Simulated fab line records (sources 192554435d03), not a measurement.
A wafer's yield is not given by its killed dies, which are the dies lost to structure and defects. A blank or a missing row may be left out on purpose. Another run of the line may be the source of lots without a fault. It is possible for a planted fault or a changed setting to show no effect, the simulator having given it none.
Comparing a struck lot with a sound one :: flow n5Finfet :: 14 steps out of a route of 1938
Sound: wafers L759.1, L759.5, L759.6. Struck: wafer L773.1 (L773.3, L773.6, from the same lot, were not struck and are left out); the cause is given at the end.
At each step with rows: each side's tool, then ch and its chambers, then its first start. Under that, the readings that differ: sound wafers :: struck wafers :: difference of the means :: sigmas: that difference in standard deviations of wafers without a fault.
alike: same words and numbers on both sides, and readings whose means sit less than 2 such deviations apart. not compared: any withheld reading, any reading some wafer has no value for, any bound like >300 that may hide the same value, and any number with overlapping values for which the record gives no deviation.
The two part at a step that has a row with sigmas, a row that says differs or no value, or rows on one side only. Non-overlapping numbers with no deviation appear without sigmas and do not part them. Lack of a reading on every wafer of one side parts them only where that side has two or more wafers.

N5_BEOL_M6_OVL_MEAS_29:
  sound on overlay-01 ch 0, day 11 11:46; struck on overlay-02 ch 0, day 13 15:10
  alike: V5_OVL
N5_BEOL_M6_INSPECT_30: inspects for defects (brightfield).
  sound on defectInspect-02, day 11 11:49; struck on defectInspect-02, day 13 15:14
  alike: rawDefectCount
N5_BEOL_M6_DESCUM_33: chemistry O2, time 7 s.
  sound on rieDiel-02 ch 2,3, day 11 11:51; struck on rieDiel-02 ch 1, day 13 15:45
  alike: drypumpMotorCurrentA, oesProductAu, rfVppV, showerheadPlenumPTorr, throttleValvePct
  not compared: rfHoursCounterH
N5_BEOL_M6_ETCH_72: etches underlayer in N2/H2, target depth 6.5 nm, time 5.2 s.
  sound on rieDiel-02 ch 2,3, day 11 11:53; struck on rieDiel-02 ch 1, day 13 15:47
  alike: drypumpMotorCurrentA, etchRfOnTimeS, oesProductAu, rfVppV, showerheadPlenumPTorr, throttleValvePct
  not compared: rfHoursCounterH
N5_BEOL_M6_ETCH_65: etches SiARC in CF4, target depth 15.6 nm, time 26 s.
  sound on rieDiel-02 ch 2,3, day 11 11:54; struck on rieDiel-02 ch 1, day 13 15:48
  alike: drypumpMotorCurrentA, etchRfOnTimeS, oesProductAu, rfVppV, showerheadPlenumPTorr, throttleValvePct
  not compared: rfHoursCounterH
N5_BEOL_M6_ETCH_66: etches SOC in N2/H2, target depth 80 nm, overetch 16 nm, time 120 s.
  sound on rieDiel-02 ch 2,3, day 11 11:56; struck on rieDiel-02 ch 1, day 13 15:50
  alike: drypumpMotorCurrentA, oesProductAu, rfVppV, showerheadPlenumPTorr, throttleValvePct
  not compared: rfHoursCounterH
then, 6 steps without rows for these wafers: N5_BEOL_M6_STRIP_69 (strips in N2/H2); N5_BEOL_M6_STRIP_73 (strips in N2/H2); N5_BEOL_M6_VIA_ETCH_34 (etches SiCOH lowk in C4F6/O2, target depth 126.3 nm, time 50.9 s); N5_BEOL_M6_STRIP_76 (strips in C4F6/O2); N5_BEOL_M6_STRIP_36 (strips in N2/H2); N5_BEOL_M6_TRENCH_ETCH_37 (etches SiCOH lowk in C4F6/O2, target depth 94.435 nm, time 31.5 s).
N5_BEOL_M6_ETCH_41: etches SiCN in CH3F/O2, target depth 29.7 nm, time 52 s.
  sound on rieDiel-02 ch 2,3, day 11 12:10; struck on rieDiel-02 ch 1, day 13 16:03
reading: rfVppV (V)
sound: 297.1 297.3 297.0
struck: 300.7
difference: +3.6
sigmas: +2

reading: model.etch.depthNm (nm)
sound: 19.81 20.25 19.9
struck: 15.5
difference: -4.5
sigmas: 
  alike: drypumpMotorCurrentA, oesProductAu, showerheadPlenumPTorr, throttleValvePct
  not compared: rfHoursCounterH
N5_BEOL_M6_STRIP_80: strips in N2/H2, time 10 s.
  sound on rieDiel-02 ch 2,3; struck on rieDiel-02 ch 1
  alike: drypumpMotorCurrentA, oesProductAu, rfVppV, showerheadPlenumPTorr, throttleValvePct
  not compared: rfHoursCounterH

== WHERE THEY PART ==
Within this record, at N5_BEOL_M6_ETCH_41 only. Later steps at which nothing parts them and some readings are alike: N5_BEOL_M6_STRIP_80.

WHY: what had been put in by the simulator
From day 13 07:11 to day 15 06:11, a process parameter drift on rieDiel-02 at N5_BEOL_M6_ETCH_41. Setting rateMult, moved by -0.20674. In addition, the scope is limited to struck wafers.
